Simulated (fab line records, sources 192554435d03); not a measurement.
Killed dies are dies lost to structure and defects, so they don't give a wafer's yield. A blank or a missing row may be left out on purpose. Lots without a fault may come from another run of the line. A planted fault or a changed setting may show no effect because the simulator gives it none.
Problem report in the 8D (eight disciplines) form, filled by code | flow n5_finfet | the parts of the form that need people (team, actions taken, sign-off) are left out
Where a reading is given only as a bound, like >300, the bound stands for it, and a mean or a difference that rests on one is marked > or <: the true number lies beyond.

1. THE PROBLEM
raw_defect_count at N5_PASSIVATION_INSPECT_61 reads a mean of >300 on 6 wafers of 2 lots; wafers without a fault read 1.9 with a standard deviation of 1.5. That is +99 or more standard deviations from the usual mean.
The step: inspects for defects (macro).
First seen on wafer L976.1, day 17 06:17, on defect_inspect-01. The record holds 12 wafers of 4 lots with a number at this step. Rule for "out", or "out of limits": more than 4 standard deviations from the usual mean. The other wafers with a number count as sound.

2. WHAT IT IS AND WHAT IT IS NOT
question                    | is                     | is not
which readings at this step | raw_defect_count       | -
which lots                  | L976, L977             | L959, L963
which wafers of those lots  | all that have a number | -
read on which gauges        | defect_inspect-01      | defect_inspect-02
when                        | from day 17 06:17      | up to then (6 sound wafers)

3. SUSPECTS, AND WHAT RULES EACH OUT
Counting: a tool at a process step up to the reading stays a suspect if it ran every lot that is out and no sound lot after the first of them.
- the gauge at N5_PASSIVATION_INSPECT_61: ruled out. All the wafers that are out were read on defect_inspect-01, but those of them that N5_PASSIVATION_PROBE_49 has rows for are out there too, on other tools.
- rie_diel-04 at N5_MIM_BOT_ETCH_ETCH_04 (etches SiNx in CF4/O2, target depth 26 nm, time 13 s): kept. It ran every lot that is out, first L976 (day 17 02:22), and no sound lot after that; its last sound lot up to then is L963 (day 13 10:14).
Left after counting: rie_diel-04 at N5_MIM_BOT_ETCH_ETCH_04.

4. THE CAUSE (what the simulator had put in)
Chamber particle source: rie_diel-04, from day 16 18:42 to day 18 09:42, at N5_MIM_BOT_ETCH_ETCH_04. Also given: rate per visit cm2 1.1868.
Counting left only this tool.

5. THE CHAIN OF EFFECTS, in route order
Each row: a reading whose mean over the struck wafers that have a number lies more than 3 standard deviations from the usual. Only readings for which the record gives a usual standard deviation are gone through. hours: the time from each lot's start at the first step in this table that gives one to its start at this step, as a median over the lots. sigmas: the change in usual standard deviations.
hours | step                      | reading              | usual  | on struck wafers | change | sigmas
0     | N5_PASSIVATION_INSPECT_61 | raw_defect_count     | 1.9    | >300             | >+298  | +99 or more
7     | N5_PASSIVATION_PROBE_49   | defect_limited_yield | 91.3 % | 80.4             | -10.9  | -7.3
7     | N5_PASSIVATION_PROBE_49   | killed_at_other      | 5      | 144              | +140   | +39
7     | N5_PASSIVATION_PROBE_49   | killed_dies          | 103    | 232              | +128   | +7.1
7     | N5_PASSIVATION_PROBE_49   | sort_bin_5_function  | 5.1 %  | 12.4             | +7.3   | +7.6
7     | N5_PASSIVATION_PROBE_49   | sort_n_pass          | 1077   | 948              | -128   | -7.1
7     | N5_PASSIVATION_PROBE_49   | sort_yield_pct       | 91.3 % | 80.4             | -10.9  | -7.3
The process steps in it:
- N5_PASSIVATION_PROBE_49

6. WHAT WOULD HAVE CAUGHT IT SOONER
In this record the first reading out of limits at a measuring or inspecting step was taken at day 17 06:17, 12 hours after the fault began at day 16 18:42.
Of the tool readings at N5_MIM_BOT_ETCH_ETCH_04 for which the record gives a usual standard deviation, none was out on any struck wafer, so an alarm limit of 4 standard deviations on them would not have fired.
Of the lots that are out (2), L977 began N5_MIM_BOT_ETCH_ETCH_04 on rie_diel-04 after day 17 06:17. A hold on the tool at that time would have spared it.
